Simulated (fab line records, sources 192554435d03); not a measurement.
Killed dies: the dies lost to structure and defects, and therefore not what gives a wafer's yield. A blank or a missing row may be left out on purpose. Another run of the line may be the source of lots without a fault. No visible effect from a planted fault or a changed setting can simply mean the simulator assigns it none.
Chamber matching | flow n5Finfet | N5_FIN_SAQP_HM_DEP_72 on pecvd-02 has 3 sister chambers
The step deposits SiO2 from SiH4/N2O, target thk 12 nm, time 7.2 s. 14 wafers are shown with their chamber, then 7 later ones without.

## EACH WAFER AND ITS CHAMBER
wafer  | chamber | showerheadPlenumPTorr (Torr) | heaterPowerW (W) | rfFwdPowerW (W)
L075.1 | 1       | 8.01                         | 756              | 273.2
L075.4 | 2       | 8.21                         | 738              | 272.0
L075.5 | 0       | 8.16                         | 846              | 272.1
L078.1 | 1       | 8.00                         | 829              | 272.4
L078.4 | 1       | 8.02                         | 803              | 272.8
L078.6 | 0       | 8.16                         | 783              | 273.3
L079.2 | 1       | 8.01                         | 808              | 273.8
L079.3 | 0       | 8.16                         | 781              | 272.8
L079.4 | 2       | 8.21                         | 695              | 272.3
L082.1 | 2       | 8.20                         | 777              | 273.0
L082.3 | 2       | 8.23                         | 764              | 272.2
L082.6 | 1       | 8.01                         | 794              | 272.2
L086.3 | 1       | 8.03                         | 859              | 272.1
L086.5 | 2       | 8.23                         | 685              | 273.4

SIGNATURES (means of the wafers above)
reading               | chamber 0 | chamber 1 | chamber 2 | scatter within a chamber
showerheadPlenumPTorr | 8.1600    | 8.0133    | 8.2160    | 0.0107
heaterPowerW          | 803.33    | 808.17    | 731.80    | 37.4
rfFwdPowerW           | 272.733   | 272.750   | 272.580   | 0.624
Rule: for each reading, subtract the chamber's mean from the wafer's reading, divide by that reading's scatter and square the result; add these up over the readings and take the root, which gives the wafer's distance from the chamber. The wafer belongs to the nearest chamber; if the next one is less than 2 further off, it can't be placed. The scatter: take each reading less its chamber's mean, square it, sum over the shown wafers, divide by the number of wafers less the number of chambers, and take the root.

## WAFERS WHOSE CHAMBER IS MISSING
wafer  | showerheadPlenumPTorr (Torr) | heaterPowerW (W) | rfFwdPowerW (W)
L086.6 | 8.14                         | 835              | 272.0
L090.2 | 8.03                         | 905              | 272.4
L090.3 | 8.22                         | 781              | 273.3
L090.6 | 8.17                         | 735              | 272.3
L093.1 | 8.21                         | 798              | 272.3
L093.3 | 8.15                         | 756              | 273.9
L093.6 | 8.02                         | 792              | 273.5

## CHAMBER TAKEN BY EACH
wafer  | from the rows above | in truth
L086.6 | 0                   | 0
L090.2 | 1                   | 1
L090.3 | 2                   | 2
L090.6 | 0                   | 0
L093.1 | 2                   | 2
L093.3 | 0                   | 0
L093.6 | 1                   | 1
Correct placement for 7 of the 7. Left unplaced by these rows: 0. 0 placed wrongly.
